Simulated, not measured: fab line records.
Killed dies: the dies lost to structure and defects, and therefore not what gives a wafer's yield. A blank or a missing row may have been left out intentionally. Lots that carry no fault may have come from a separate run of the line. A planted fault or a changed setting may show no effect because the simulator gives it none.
fab line records | flow nandHarc
[record] lots = 14 | wafers = 42 | lastDay = 33
route steps=1302 shown P_M0@269 P_M1@293
lots with no fault: from the same line, run without faults
startH: hours from the record's first day to the start of the lot's first wafer shown | waitH: how many hours have passed since the lot's step before this one | " the same as in the row above | L1.1+2: a single row standing in for several wafers | - no value, or no start was given | * or withheld: withheld | < > ~ a bound
route shown NAME@n: a module of which the file shows steps, and the number in the route of the first | usual: mean/standard deviation taken from wafers without a fault | same: alike in all rows | chamber/n: place in a boat | sites: readings site by site | _std_site: the values' standard deviation | _edge_site: the outer-site mean with the inner-site mean subtracted | radiusMm: how far each site lies from the wafer's centre | mask NAME#n: copy n | behind: the tool/chamber that last shaped the wafer | hold: reason for holding the lot/hours on hold/outcome of the hold | device: whichever transistor did not switch (one of n, p or np) | end of line: tests run on the same wafers once the route is complete | a step with no rows: only its recipe | killed: dies that structure and defects cost at the first sort, which is not the same as the wafer's yield | map: a wafer's dies, marking killed ones x, the rest . and places with no die _
set.NAME: setting as actually run; set.NAME@STEP: the setting as run at that earlier step | model.NAME: the simulator's own value behind a step, which no gauge read
the route's steps for a sample of lots (tables are steps, rows are wafers)
services: from which hour (startH, from the record's first day; less than 0 if before it) a tool's chamber was out of use, for how many hours, and why
[[steps]]
[step NHARC_P_M0_CD_MEAS_16]
[usual] cdNm = 89.7/0.71
lot.wafer | tool     | chamber | startH | waitH | cdNm
L600.1    | cdSem-01 | -       | 126.09 | -     | 89.9
L600.3    | "        | -       | "      | "     | 90.4
L600.4    | "        | -       | "      | "     | 90.0
L602.1    | cdSem-03 | -       | 150.92 | -     | 90.1
L602.2    | "        | -       | "      | "     | 90.9
L602.6    | "        | -       | "      | "     | 91.4
L601.1    | cdSem-01 | -       | 151.82 | -     | 89.5
L601.3    | "        | -       | "      | "     | 90.4
L601.5    | "        | -       | "      | "     | 89.5
L604.3    | cdSem-03 | -       | 173.16 | -     | 88.6
L604.5    | "        | -       | "      | "     | 90.3
L604.6    | "        | -       | "      | "     | 87.5
L605.1    | cdSem-02 | -       | 178.74 | -     | 90.2
L605.4    | "        | -       | "      | "     | 91.0
L605.5    | "        | -       | "      | "     | 90.9
L608.1    | cdSem-03 | -       | 210.54 | -     | 89.7
L608.4    | "        | -       | "      | "     | 89.1
L608.5    | "        | -       | "      | "     | 90.3
L609.3    | cdSem-02 | -       | 221.89 | -     | 90.5
L609.4    | "        | -       | "      | "     | 90.5
L609.6    | "        | -       | "      | "     | 89.5
L613.4    | cdSem-03 | -       | 266.66 | -     | 90.4
L613.5    | "        | -       | "      | "     | 90.1
L613.6    | "        | -       | "      | "     | 90.5
L614.4    | cdSem-03 | -       | 277.61 | -     | 88.8
L614.5    | "        | -       | "      | "     | 89.4
L614.6    | "        | -       | "      | "     | 89.3
L615.2    | cdSem-01 | -       | 291.27 | -     | 89.6
L615.4    | "        | -       | "      | "     | 89.3
L615.5    | "        | -       | "      | "     | 90.0
L618.1    | cdSem-01 | -       | 312.31 | -     | 88.8
L618.5    | "        | -       | "      | "     | 89.5
L618.6    | "        | -       | "      | "     | 90.3
L619.2    | cdSem-02 | -       | 317.89 | -     | 88.9
L619.4    | "        | -       | "      | "     | 89.4
L619.6    | "        | -       | "      | "     | 88.9
L620.3    | cdSem-01 | -       | 340.94 | -     | 90.6
L620.5    | "        | -       | "      | "     | 89.6
L620.6    | "        | -       | "      | "     | 90.2
L621.2    | cdSem-02 | -       | 344.51 | -     | 89.8
L621.3    | "        | -       | "      | "     | 89.0
L621.5    | "        | -       | "      | "     | 89.4
[step NHARC_P_M0_PRE_CLEAN_29]
[recipe] timeS = 30 | tempC = 280 | gas = H2/He
[usual] heaterPowerW = 409/39
lot.wafer | tool          | chamber | startH | waitH | heaterPowerW
L600.1    | pvdSputter-01 | -       | -      | -     | 353
L600.4    | "             | -       | "      | "     | 385
L600.3    | "             | -       | "      | "     | 332
L602.2    | pvdSputter-01 | -       | -      | -     | 355
L602.1    | "             | -       | "      | "     | 392
L602.6    | "             | -       | "      | "     | 324
L601.3    | pvdSputter-02 | -       | -      | -     | 439
L601.1    | "             | -       | "      | "     | 458
L601.5    | "             | -       | "      | "     | 411
L604.3    | pvdSputter-03 | -       | -      | -     | 431
L604.6    | "             | -       | "      | "     | 432
L604.5    | "             | -       | "      | "     | 434
L605.4    | pvdSputter-02 | -       | -      | -     | 458
L605.1    | "             | -       | "      | "     | 380
L605.5    | "             | -       | "      | "     | 439
L608.1    | pvdSputter-01 | -       | -      | -     | 362
L608.4    | "             | -       | "      | "     | 330
L608.5    | "             | -       | "      | "     | 357
L609.4    | pvdSputter-02 | -       | -      | -     | 411
L609.3    | "             | -       | "      | "     | 445
L609.6    | "             | -       | "      | "     | 454
L613.4    | pvdSputter-03 | -       | -      | -     | 434
L613.6    | "             | -       | "      | "     | 454
L613.5    | "             | -       | "      | "     | 440
L614.4    | pvdSputter-03 | -       | -      | -     | 443
L614.5    | "             | -       | "      | "     | 445
L614.6    | "             | -       | "      | "     | 417
L615.4    | pvdSputter-03 | -       | -      | -     | 449
L615.2    | "             | -       | "      | "     | 442
L615.5    | "             | -       | "      | "     | 458
L618.1    | pvdSputter-03 | -       | -      | -     | 444
L618.6    | "             | -       | "      | "     | 449
L618.5    | "             | -       | "      | "     | 429
L619.4    | pvdSputter-03 | -       | -      | -     | 430
L619.2    | "             | -       | "      | "     | 456
L619.6    | "             | -       | "      | "     | 424
L620.3    | pvdSputter-01 | -       | -      | -     | 395
L620.5    | "             | -       | "      | "     | 387
L620.6    | "             | -       | "      | "     | 427
L621.2    | pvdSputter-01 | -       | -      | -     | 322
L621.3    | "             | -       | "      | "     | 384
L621.5    | "             | -       | "      | "     | 368
[step NHARC_P_M0_DEP_32]
[recipe] targetThkA = 300 | tempC = 370 | targetThkNm = 30 | pressureTorr = 3 | flowSccm = 200 | rfW = 450 | material = SiCN
[usual] heaterPowerW = 632/81
lot.wafer | tool     | chamber | startH | waitH | heaterPowerW
L600.3    | pecvd-01 | 0       | 128.47 | 0.1   | 733
L600.1    | "        | 1       | "      | "     | 745
L600.4    | "        | 1       | "      | "     | 772
L602.1    | pecvd-02 | 0       | 153.28 | 0.1   | 627
L602.2    | "        | 1       | "      | "     | 726
L602.6    | "        | 2       | "      | "     | 556
L601.3    | pecvd-02 | 1       | 154.14 | 0.1   | 658
L601.1    | "        | 0       | "      | "     | 628
L601.5    | "        | 1       | "      | "     | 655
L604.3    | pecvd-02 | 2       | 176.14 | 0.1   | 495
L604.5    | "        | 1       | "      | "     | 647
L604.6    | "        | 2       | "      | "     | 494
L605.1    | pecvd-01 | 2       | 181.14 | 0.1   | 499
L605.5    | "        | 2       | "      | "     | 504
L605.4    | "        | 1       | "      | "     | 776
L608.1    | pecvd-02 | 2       | 212.86 | 0.1   | 544
L608.5    | "        | 2       | "      | "     | 553
L608.4    | "        | 1       | "      | "     | 748
L609.3    | pecvd-02 | 1       | 224.23 | 0.1   | 729
L609.6    | "        | 2       | "      | "     | 523
L609.4    | "        | 0       | "      | "     | 509
L613.6    | pecvd-02 | 2       | 269.10 | 0.2   | 588
L613.5    | "        | 0       | "      | "     | 602
L613.4    | "        | 1       | "      | "     | 719
L614.4    | pecvd-02 | 2       | 280.06 | 0.2   | 566
L614.5    | "        | 0       | "      | "     | 562
L614.6    | "        | 1       | "      | "     | 710
L615.2    | pecvd-02 | 0       | 293.69 | 0.1   | 507
L615.4    | "        | 0       | "      | "     | 526
L615.5    | "        | 2       | "      | "     | 583
L618.1    | pecvd-02 | 1       | 314.67 | 0.1   | 674
L618.5    | "        | 1       | "      | "     | 679
L618.6    | "        | 2       | "      | "     | 600
L619.2    | pecvd-02 | 2       | 320.25 | 0.1   | 489
L619.4    | "        | 1       | "      | "     | 707
L619.6    | "        | 2       | "      | "     | 506
L620.3    | pecvd-02 | 1       | 343.25 | 0.1   | 710
L620.5    | "        | 1       | "      | "     | 716
L620.6    | "        | 0       | "      | "     | 601
L621.2    | pecvd-03 | 0       | 347.31 | 0.1   | 733
L621.3    | "        | 2       | "      | "     | 686
L621.5    | "        | 0       | "      | "     | 749
[step NHARC_P_M1_PEB_07]
[recipe] pebTempC = 100 | pebTimeS = 65
[usual] chillPlateTempC = 22.99/0.1 | exhaustPa = 44.9/0.91
lot.wafer | tool          | chamber | startH | waitH | chillPlateTempC | exhaustPa
L600.1    | lithoTrack-01 | 0       | 129.60 | 0.1   | 22.79           | 44.6
L600.3    | "             | 0       | "      | "     | 23.01           | 44.5
L600.4    | "             | 0       | "      | "     | 22.85           | 44.0
L602.1    | lithoTrack-04 | 0       | 154.54 | 0.1   | 23.09           | 44.2
L602.2    | "             | 0       | "      | "     | 23.15           | 44.5
L602.6    | "             | 0       | "      | "     | 23.03           | 43.6
L601.1    | lithoTrack-04 | 0       | 155.31 | 0.1   | 23.25           | 45.9
L601.3    | "             | 0       | "      | "     | 23.13           | 44.8
L601.5    | "             | 0       | "      | "     | 23.02           | 46.5
L604.3    | lithoTrack-01 | 0       | 177.27 | 0.0   | 23.22           | 44.6
L604.5    | "             | 0       | "      | "     | 23.02           | 44.4
L604.6    | "             | 0       | "      | "     | 23.03           | 43.9
L605.1    | lithoTrack-01 | 0       | 182.30 | 0.1   | 23.15           | 45.1
L605.4    | "             | 0       | "      | "     | 22.90           | 46.5
L605.5    | "             | 0       | "      | "     | 23.07           | 44.8
L608.1    | lithoTrack-06 | -       | 214.00 | 0.1   | -               | -
L608.4    | "             | -       | "      | "     | -               | -
L608.5    | "             | -       | "      | "     | -               | -
L609.3    | lithoTrack-04 | -       | 225.37 | 0.0   | -               | -
L609.4    | "             | -       | "      | "     | -               | -
L609.6    | "             | -       | "      | "     | -               | -
L613.4    | lithoTrack-06 | 0       | 270.14 | 0.0   | 23.00           | 45.4
L613.5    | "             | 0       | "      | "     | 23.10           | 46.0
L613.6    | "             | 0       | "      | "     | 23.06           | 44.6
L614.4    | lithoTrack-01 | 0       | 281.11 | 0.0   | 22.92           | 45.6
L614.5    | "             | 0       | "      | "     | 22.90           | 46.3
L614.6    | "             | 0       | "      | "     | 22.98           | 45.5
L615.2    | lithoTrack-04 | 0       | 294.84 | 0.1   | 23.08           | 45.1
L615.4    | "             | 0       | "      | "     | 23.16           | 45.2
L615.5    | "             | 0       | "      | "     | 22.98           | 44.8
L618.1    | lithoTrack-06 | 0       | 315.64 | 0.1   | 22.87           | 45.2
L618.5    | "             | 0       | "      | "     | 22.95           | 46.0
L618.6    | "             | 0       | "      | "     | 22.97           | 46.5
L619.2    | lithoTrack-01 | 0       | 321.43 | 0.1   | 23.04           | 45.0
L619.4    | "             | 0       | "      | "     | 22.94           | 44.9
L619.6    | "             | 0       | "      | "     | 22.99           | 45.1
L620.3    | lithoTrack-01 | 0       | 344.30 | 0.0   | 23.09           | 44.3
L620.5    | "             | 0       | "      | "     | 23.05           | 44.1
L620.6    | "             | 0       | "      | "     | 23.15           | 45.3
L621.2    | lithoTrack-04 | 0       | 348.61 | 0.1   | 23.04           | 44.8
L621.3    | "             | 0       | "      | "     | 23.27           | 46.4
L621.5    | "             | 0       | "      | "     | 23.22           | 45.5
[[services]]
tool          | chamber | startH | hours | kind
pvdSputter-02 | -       | 104.00 | 10.0  | pm
pecvd-01      | -       | 130.00 | 13.0  | pm
pecvd-03      | -       | 151.25 | 0.9   | repair
pecvd-01      | 2       | 152.72 | 11.4  | repair
lithoTrack-01 | -       | 155.00 | 7.0   | pm
pvdSputter-03 | -       | 177.59 | 10.0  | pm
lithoTrack-06 | -       | 179.00 | 7.0   | pm
pecvd-03      | -       | 185.00 | 13.0  | pm
pvdSputter-03 | -       | 188.46 | 6.7   | repair
pecvd-02      | 0       | 196.15 | 9.2   | repair
lithoTrack-04 | -       | 203.00 | 7.0   | pm
pecvd-03      | -       | 216.83 | 0.7   | repair
pecvd-01      | 1       | 221.88 | 6.7   | repair
pecvd-01      | 0       | 223.27 | 23.1  | repair
pvdSputter-01 | -       | 223.88 | 3.4   | repair
pecvd-02      | -       | 227.08 | 13.0  | pm
pecvd-01      | 2       | 229.12 | 8.4   | repair
pvdSputter-03 | -       | 254.17 | 5.1   | repair
pecvd-03      | 2       | 281.61 | 2.9   | repair
pvdSputter-02 | -       | 282.00 | 10.0  | pm
pvdSputter-01 | -       | 288.30 | 2.2   | repair
pecvd-01      | -       | 311.26 | 13.0  | pm
lithoTrack-01 | -       | 330.00 | 7.0   | pm
pvdSputter-02 | -       | 340.91 | 6.9   | repair
[[key]]
[firstSign] step = NHARC_P_M1_PEB_07 | reading = toolRecord | direction = missing
effect none on later readings
metAt NHARC_P_M1_PEB_07
struckLots L608,L609
laterRowsLeftOut L608.1,L608.4,L608.5,L609.3,L609.4,L609.6
sortLeftOut L608.1,L608.4,L608.5,L609.3,L609.4,L609.6
testerLeftOut L608
notActingAt NHARC_P_M0_CD_MEAS_16,NHARC_P_M0_PRE_CLEAN_29,NHARC_P_M0_DEP_32
onsetBetween 155.31 214.00
[earlierFault] kind = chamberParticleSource | tool = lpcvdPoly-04 | chamber = 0 | onsetH = 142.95 | steps = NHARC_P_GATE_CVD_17 | ratePerVisitCm2 = 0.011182 | endH = 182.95
[fault] kind = skippedStepWhole | tool = lithoTrack-04,lithoTrack-06 | chamber = - | onsetH = 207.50 | steps = NHARC_P_M1_PEB_07 | scope = struckLotsOnly
// testerLeftOut: of these lots the tester's yield and bins aren't shown, on N5 and GAA mostly nor the transistor test; their killed dies are dies lost to structure and defects alone, not to doping, threshold or leakage, so they don't give the yield
// sortLeftOut: the simulated sort isn't trusted on such a fault, so these wafers' sort isn't shown, and their yield isn't known
// laterRowsLeftOut: the simulator's readings of these wafers behind a module that went badly wrong aren't trusted and aren't shown, but for the sort
